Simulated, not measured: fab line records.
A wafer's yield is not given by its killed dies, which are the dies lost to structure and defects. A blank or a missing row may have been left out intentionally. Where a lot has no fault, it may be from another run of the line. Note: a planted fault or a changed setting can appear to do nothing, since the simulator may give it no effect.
fab line records    flow nandHarc
record lots=5  wafers=15  lastDay=31
route steps=1302 shown A_STAIRCASE@725 END@1302
lots untouched by any fault: they come from a run of this same line in which no faults occurred
startH: hours from the record's opening day to when the first of the lot's shown wafers began    waitH: hours elapsed since this lot's preceding step    " unchanged from the row above    L1.1+2: a single row standing in for several wafers    - no value, or no start given    * or withheld: withheld    < > ~ a bound
route shown NAME@n: names a module that has steps shown in the file, with the first one's number in the route    usual: mean/standard deviation taken from wafers without a fault    same: alike in all rows    chamber/n: place in a boat    sites: the reading at each site    _std_site: standard deviation of those values    _edge_site: mean of outer sites minus mean of inner sites    radiusMm: for every site, how far away it sits from the centre of the wafer    mask NAME#n: copy n    behind: the tool/chamber that last shaped the wafer    hold: what put the lot on hold/how long, in hours/how the hold closed    device: which transistor (n, p or np) failed to switch    end of line: the tests these same wafers got at the end of their route    step lacking rows: just its recipe    killed: the dies lost at the first sort to structure and to defects; this is not the yield of the wafer    map: a wafer's dies, x killed, . not, _ none there
set.NAME: the setting that was run; set.NAME@STEP: the one run at that earlier step    model.NAME: the simulator's own value behind a step, which no gauge read
lots seen at some steps along the route; tables by step, rows by wafer
services: a tool's chamber out of use, with start hour (startH, from the record's first day; less than 0 if before it), hours out, and reason
## steps
# step NHARC_A_STAIRCASE_COAT_211
# recipe spinRpm=1200
# step NHARC_A_STAIRCASE_SOFTBAKE_212
# recipe tempC=135  timeS=170
# step NHARC_A_STAIRCASE_EBR_213
# step NHARC_A_STAIRCASE_EXPOSE_214
# recipe na=0.5  doseMj=31.26  maskId=STAIR_3
# step NHARC_A_STAIRCASE_PEB_215
# recipe pebTempC=115  pebTimeS=130
# step NHARC_A_STAIRCASE_DEVELOP_216
# recipe timeS=140
# step NHARC_A_STAIRCASE_HARDBAKE_218
# recipe tempC=120  timeS=140
# step NHARC_A_STAIRCASE_DESCUM_219
# recipe timeS=3  o2FlowSccm=200  arFlowSccm=0  biasPowerW=0  chemistry=O2
# usual drypumpMotorCurrentA=5.7/0.4  oesProductAu=1.000/0.014  rfVppV=57.8/0.98  showerheadPlenumPTorr=1.93/0.11  throttleValvePct=11.311/0.0093
lot.wafer  tool        chamber  startH  waitH  drypumpMotorCurrentA  oesProductAu  rfHoursCounterH  rfVppV  showerheadPlenumPTorr  throttleValvePct
L571.1     rieDiel-04  2        405.25  -      5.4                   0.989         10               58.4    1.90                   11.311
L571.4     "           2        "       "      5.4                   0.981         -                57.4    1.90                   11.326
L571.6     "           3        "       "      5.2                   0.998         -                56.2    1.79                   11.299
L580.3     rieDiel-04  1        464.31  -      6.0                   0.982         31               59.7    2.05                   11.313
L580.1     "           2        "       "      5.4                   0.989         33               59.1    1.89                   11.326
L580.4     "           3        "       "      5.2                   1.011         37               56.3    1.78                   11.323
L585.4     rieDiel-11  3        532.70  -      5.2                   1.013         28               58.1    1.95                   11.306
L585.5     "           3        "       "      5.2                   1.012         -                58.7    1.95                   11.299
L585.6     "           0        "       "      5.5                   0.998         -                57.7    1.78                   11.313
L586.4     rieDiel-03  3        534.85  -      6.3                   0.990         20               57.4    1.96                   11.319
L586.3     "           2        "       "      6.1                   1.002         25               59.8    2.07                   11.312
L586.6     "           3        "       "      6.3                   0.994         -                57.8    1.96                   11.305
L587.3     rieDiel-11  1        550.19  -      6.2                   1.024         37               58.3    1.84                   11.316
L587.4     "           3        "       "      5.2                   1.010         38               58.2    1.94                   11.317
L587.6     "           1        "       "      6.2                   1.024         -                56.4    1.84                   11.314
# step NHARC_A_STAIRCASE_TRIM_220
# recipe timeS=211.2  o2FlowSccm=500  arFlowSccm=0  biasW=0  chemistry=O2
# usual drypumpMotorCurrentA=5.7/0.4  oesProductAu=1.002/0.013  rfVppV=57.8/0.95  showerheadPlenumPTorr=3.55/0.18  throttleValvePct=17.036/0.0095
lot.wafer  tool        chamber  startH  waitH  drypumpMotorCurrentA  oesProductAu  rfHoursCounterH  rfVppV  showerheadPlenumPTorr  throttleValvePct
L571.1     rieDiel-04  1        405.39  0.1    6.0                   0.978         9                58.2    3.77                   17.018
L571.4     "           2        "       "      5.5                   1.000         -                59.1    3.51                   17.038
L571.6     "           3        "       "      5.2                   1.002         -                56.5    3.31                   17.043
L580.1     rieDiel-04  3        464.40  0.1    5.2                   1.015         37               56.1    3.30                   17.025
L580.4     "           1        "       "      6.0                   0.991         31               59.4    3.75                   17.054
L580.3     "           2        "       "      5.4                   1.000         33               56.9    3.50                   17.046
L585.4     rieDiel-11  2        532.85  0.1    5.7                   0.980         30               57.3    3.37                   17.041
L585.5     "           2        "       "      5.7                   0.990         -                56.6    3.37                   17.030
L585.6     "           3        "       "      5.2                   1.002         -                59.0    3.58                   17.046
L586.4     rieDiel-03  3        535.06  0.2    6.3                   0.984         20               58.9    3.61                   17.044
L586.3     "           2        "       "      6.1                   1.015         25               58.6    3.79                   17.056
L586.6     "           3        "       "      6.3                   0.984         -                58.0    3.61                   17.043
L587.4     rieDiel-11  2        550.30  0.1    5.7                   0.994         40               56.6    3.37                   17.051
L587.3     "           3        "       "      5.2                   1.003         38               56.6    3.58                   17.026
L587.6     "           1        "       "      6.2                   1.031         -                56.0    3.40                   17.033
# step NHARC_A_STAIRCASE_ETCH_221
# recipe targetDepthA=1000  timeS=40.5  ionEnergyEv=400  c4f8FlowSccm=20  o2FlowSccm=10  arFlowSccm=withheld  rfW=600  biasW=1000  chemistry=C4F8/O2
# usual oesProductAu=0.939/0.015  rfVppV=897/6.9  runLengthS=61.9/0.42
lot.wafer  tool        chamber  startH  waitH  oesProductAu  rfHoursCounterH  rfVppV  runLengthS
L571.1     rieDiel-04  3        -       -      0.943         12               888     61.5
L571.6     "           1        "       "      0.923         -                906     62.3
L571.4     "           2        "       "      0.939         -                895     61.6
L580.3     rieDiel-04  2        -       -      0.931         33               893     61.3
L580.1     "           0        "       "      0.926         25               906     61.5
L580.4     "           1        "       "      0.910         31               904     61.7
L585.4     rieDiel-11  2        -       -      0.917         30               890     62.1
L585.5     "           3        "       "      0.928         -                898     61.7
L585.6     "           0        "       "      0.928         -                888     61.8
L586.3     rieDiel-03  3        -       -      0.930         20               899     61.5
L586.4     "           0        "       "      0.938         19               904     62.6
L586.6     "           3        "       "      0.927         -                899     61.4
L587.3     rieDiel-11  2        -       -      0.943         40               889     61.6
L587.4     "           1        "       "      0.959         37               891     63.2
L587.6     "           2        "       "      0.934         -                891     62.1
# step NHARC_A_STAIRCASE_TRIM_222
# recipe timeS=211.2  o2FlowSccm=500  arFlowSccm=0  biasW=0  chemistry=O2
# usual drypumpMotorCurrentA=5.7/0.39  oesProductAu=1.001/0.012  rfVppV=57.8/0.92  showerheadPlenumPTorr=3.55/0.18  throttleValvePct=17.037/0.0091
lot.wafer  tool        chamber  startH  waitH  drypumpMotorCurrentA  oesProductAu  rfHoursCounterH  rfVppV  showerheadPlenumPTorr  throttleValvePct
L571.1     rieDiel-04  1        -       -      6.0                   0.975         9                58.3    3.77                   17.024
L571.6     "           3        "       "      5.2                   0.997         -                59.0    3.31                   17.048
L571.4     "           1        "       "      6.0                   0.980         -                59.2    3.77                   17.041
L580.3     rieDiel-04  0        -       -      5.5                   0.993         25               58.8    3.79                   17.034
L580.4     "           1        "       "      6.0                   0.989         31               58.4    3.75                   17.049
L580.1     "           2        "       "      5.4                   0.989         33               56.3    3.50                   17.044
L585.4     rieDiel-11  0        -       -      5.5                   1.005         27               57.5    3.29                   17.028
L585.6     "           0        "       "      5.5                   1.010         -                58.5    3.29                   17.044
L585.5     "           1        "       "      6.2                   1.014         -                58.3    3.41                   17.036
L586.4     rieDiel-03  0        -       -      5.6                   1.002         19               58.2    3.73                   17.034
L586.3     "           2        "       "      6.1                   1.011         25               57.1    3.79                   17.029
L586.6     "           0        "       "      5.7                   1.011         -                58.5    3.73                   17.022
L587.3     rieDiel-11  2        -       -      5.7                   0.985         41               57.6    3.36                   17.042
L587.4     "           1        "       "      6.2                   1.013         37               57.2    3.40                   17.030
L587.6     "           3        "       "      5.2                   1.011         -                58.9    3.58                   17.044
# step NHARC_A_STAIRCASE_ETCH_223
# recipe targetDepthA=1000  timeS=40.5  ionEnergyEv=400  c4f8FlowSccm=20  o2FlowSccm=10  arFlowSccm=withheld  rfW=600  biasW=1000  chemistry=C4F8/O2
# usual oesProductAu=0.941/0.013  rfVppV=897/6.5  runLengthS=61.9/0.44
lot.wafer  tool        chamber  startH  waitH  oesProductAu  rfHoursCounterH  rfVppV  runLengthS
L571.1     rieDiel-04  1        405.80  -      0.933         9                906     61.8
L571.4     "           1        "       "      0.922         -                905     61.6
L571.6     "           3        "       "      0.953         -                890     61.9
L580.1     rieDiel-04  2        464.83  -      0.955         33               894     61.1
L580.3     "           3        "       "      0.977         37               887     61.6
L580.4     "           0        "       "      0.924         25               906     49.5
L585.4     rieDiel-11  1        533.35  -      0.941         29               891     62.4
L585.5     "           1        "       "      0.954         -                892     62.5
L585.6     "           2        "       "      0.922         -                891     61.8
L586.3     rieDiel-03  3        535.64  -      0.936         21               899     61.4
L586.4     "           2        "       "      0.978         25               907     62.2
L586.6     "           0        "       "      0.936         -                904     62.6
L587.4     rieDiel-11  3        550.72  -      0.945         38               898     61.6
L587.3     "           0        "       "      0.925         35               887     61.9
L587.6     "           3        "       "      0.936         -                897     61.9
# step NHARC_A_STAIRCASE_TRIM_224
# recipe timeS=211.2  o2FlowSccm=500  arFlowSccm=0  biasW=0  chemistry=O2
# usual drypumpMotorCurrentA=5.7/0.39  oesProductAu=1.001/0.013  rfVppV=57.9/1  showerheadPlenumPTorr=3.55/0.18  throttleValvePct=17.037/0.0093
lot.wafer  tool        chamber  startH  waitH  drypumpMotorCurrentA  oesProductAu  rfHoursCounterH  rfVppV  showerheadPlenumPTorr  throttleValvePct
L571.1     rieDiel-04  3        -       -      5.2                   0.992         12               58.1    3.31                   17.043
L571.4     "           1        "       "      6.0                   0.970         -                59.2    3.77                   17.032
L571.6     "           3        "       "      5.2                   0.998         -                58.3    3.31                   17.048
L580.4     rieDiel-04  1        -       -      6.0                   0.977         32               57.5    3.75                   17.039
L580.1     "           2        "       "      5.4                   1.005         33               59.0    3.50                   17.031
L580.3     "           3        "       "      5.2                   1.019         37               58.6    3.30                   17.031
L585.4     rieDiel-11  0        -       -      5.5                   1.006         28               57.3    3.29                   17.045
L585.5     "           2        "       "      5.7                   0.984         -                56.5    3.37                   17.043
L585.6     "           3        "       "      5.2                   1.001         -                58.1    3.58                   17.033
L586.4     rieDiel-03  1        -       -      5.2                   0.987         25               56.6    3.41                   17.047
L586.3     "           0        "       "      5.7                   1.004         19               58.4    3.73                   17.024
L586.6     "           1        "       "      5.2                   0.988         -                56.6    3.41                   17.036
L587.3     rieDiel-11  2        -       -      5.7                   0.980         41               57.3    3.36                   17.033
L587.4     "           1        "       "      6.2                   1.011         37               56.8    3.40                   17.035
L587.6     "           2        "       "      5.6                   0.983         -                57.3    3.36                   17.036
# step NHARC_END_SORT_01
# recipe tempC=25
# usual killedAtArray=55/19  killedAtOther=0.9/1.4  killedAtPeriphery=3.8/2.9  killedDies=60/19  killedOpen=3.3/1.8  killedShort=2.6/1.6
# same grossDies=677
lot.wafer  tool       chamber  startH  waitH  killedAtArray  killedAtOther  killedAtPeriphery  killedDies  killedOpen  killedShort
L580.4     prober-02  0        670.30  3.4    666            0              11                 677         4           2
L585.4     prober-02  0        737.41  3.4    34             7              6                  47          5           1
L585.6     prober-02  0        739.01  4.0    39             1              1                  41          1           4
# killed by level:class
L580.4 A_STAIRCASE:areaEtch=622 A_CHANNEL_HOLE_D2:chamberFilmFlake=12 A_CHANNEL_HOLE_D1:chamberFilmFlake=7 A_STAIRCASE:chamberFilmFlake=6 A_CONTACT:chamberFilmFlake=5 A_SLIT:chamberFilmFlake=4 P_STI:chamberFilmFlake=3 P_GATE:chamberFilmFlake=3
L585.4 A_CHANNEL_HOLE_D2:chamberFilmFlake=19 THIN_TSV:chamberFilmFlake=7 A_SLIT:chamberFilmFlake=6 P_CONTACT:geometricParticle:open=2 P_M0:geometricParticle:open=2 P_GATE:chamberFilmFlake=2 A_CHANNEL_HOLE_D1:chamberFilmFlake=2 A_CONTACT:chamberFilmFlake=2
L585.6 A_CHANNEL_HOLE_D2:chamberFilmFlake=17 A_SLIT:chamberFilmFlake=8 A_CHANNEL_HOLE_D1:chamberFilmFlake=3 A_CHANNEL_FILL_D1:geometricParticle:short=2 A_CHANNEL_FILL_D2:chamberFilmFlake=2 A_STAIRCASE:chamberFilmFlake=2 A_WL_FILL:chamberFilmFlake=2 A_ONON_D2:geometricParticle:open=1
# map L580.4 (x killed, . not)
____________x____________
_________xxxxxxx_________
_______xxxxxxxxxxx_______
______xxxxxxxxxxxxx______
_____xxxxxxxxxxxxxxx_____
____xxxxxxxxxxxxxxxxx____
____xxxxxxxxxxxxxxxxx____
___xxxxxxxxxxxxxxxxxxx___
___xxxxxxxxxxxxxxxxxxx___
__xxxxxxxxxxxxxxxxxxxxx__
__xxxxxxxxxxxxxxxxxxxxx__
_xxxxxxxxxxxxxxxxxxxxxxx_
_xxxxxxxxxxxxxxxxxxxxxxx_
_xxxxxxxxxxxxxxxxxxxxxxx_
_xxxxxxxxxxxxxxxxxxxxxxx_
_xxxxxxxxxxxxxxxxxxxxxxx_
xxxxxxxxxxxxxxxxxxxxxxxxx
xxxxxxxxxxxxxxxxxxxxxxxxx
xxxxxxxxxxxxxxxxxxxxxxxxx
xxxxxxxxxxxxxxxxxxxxxxxxx
xxxxxxxxxxxxxxxxxxxxxxxxx
_xxxxxxxxxxxxxxxxxxxxxxx_
_xxxxxxxxxxxxxxxxxxxxxxx_
_xxxxxxxxxxxxxxxxxxxxxxx_
_xxxxxxxxxxxxxxxxxxxxxxx_
_xxxxxxxxxxxxxxxxxxxxxxx_
__xxxxxxxxxxxxxxxxxxxxx__
__xxxxxxxxxxxxxxxxxxxxx__
___xxxxxxxxxxxxxxxxxxx___
___xxxxxxxxxxxxxxxxxxx___
____xxxxxxxxxxxxxxxxx____
____xxxxxxxxxxxxxxxxx____
_____xxxxxxxxxxxxxxx_____
______xxxxxxxxxxxxx______
_______xxxxxxxxxxx_______
_________xxxxxxx_________
____________x____________
# map L571.4 (x killed, . not)
____________.____________
_________......._________
_______..........._______
______.............______
_____..............._____
____.................____
____............x....____
___...................___
___..x................___
__.....................__
__xx...................__
_xxxx........x.........._
_xxxx..................._
_xxx..............x....._
_xxxxx................x._
_xx.xx.................._
xx.x.....................
x.xx.....................
xx.x.x.....x....x........
.xx...........x..........
...x.....................
_......................._
_...x.............x....._
_.x....................._
_...x..................x_
_.................x....._
__..x..................__
__xx...........x.......__
___x............x.....___
___.x.................___
____......x..........____
____..x..............____
_____......x........_____
______.............______
_______..........._______
_________......._________
____________.____________
## services
tool        chamber  startH  hours  kind
rieDiel-11  0        389.26  -      clean
rieDiel-11  1        389.26  -      clean
rieDiel-11  2        389.26  -      clean
rieDiel-11  3        389.26  -      clean
rieDiel-04  0        392.26  -      clean
rieDiel-04  1        392.26  -      clean
rieDiel-04  2        392.26  -      clean
rieDiel-04  3        392.26  -      clean
rieDiel-04  0        393.17  26.6   repair
rieDiel-11  0        413.88  -      clean
rieDiel-11  1        413.88  -      clean
rieDiel-11  2        413.88  -      clean
rieDiel-11  3        413.88  -      clean
rieDiel-04  1        418.00  -      clean
rieDiel-04  2        418.00  -      clean
rieDiel-04  3        418.00  -      clean
rieDiel-11  -        434.79  9.0    pm
rieDiel-11  0        434.79  9.0    ventCycle
rieDiel-11  1        434.79  9.0    ventCycle
rieDiel-11  2        434.79  9.0    ventCycle
rieDiel-11  3        434.79  9.0    ventCycle
rieDiel-03  -        458.59  9.0    pm
rieDiel-03  2        517.55  7.5    repair
rieDiel-03  3        546.16  10.6   repair
## key
firstSign step=NHARC_A_STAIRCASE_ETCH_223  reading=runLengthS  direction=down  sigmas=28  usual=*  struck=*
effect step=NHARC_END_SORT_01  reading=killedDies  direction=up  sigmas=33  usual=60  struck=677
moreKillsBornAt NHARC_A_STAIRCASE_ETCH_223@rieDiel-04=622
metAt NHARC_A_STAIRCASE_ETCH_223
struckWafers L580.4
laterRowsLeftOut L580.4
testerLeftOut L580
fault kind=processParameterDrift  tool=rieDiel-04  chamber=0  onsetH=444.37  steps=NHARC_A_STAIRCASE_ETCH_223  channel=timeS  offset=*  shape=step  endH=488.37  actsIn=*  stated=*
# testerLeftOut: of these lots the tester's yield and bins aren't shown, on N5 and GAA mostly nor the transistor test; their killed dies are dies lost to structure and defects alone, not to doping, threshold or leakage, so they don't give the yield
# laterRowsLeftOut: the simulator's readings of these wafers behind a module that went badly wrong aren't trusted and aren't shown, but for the sort
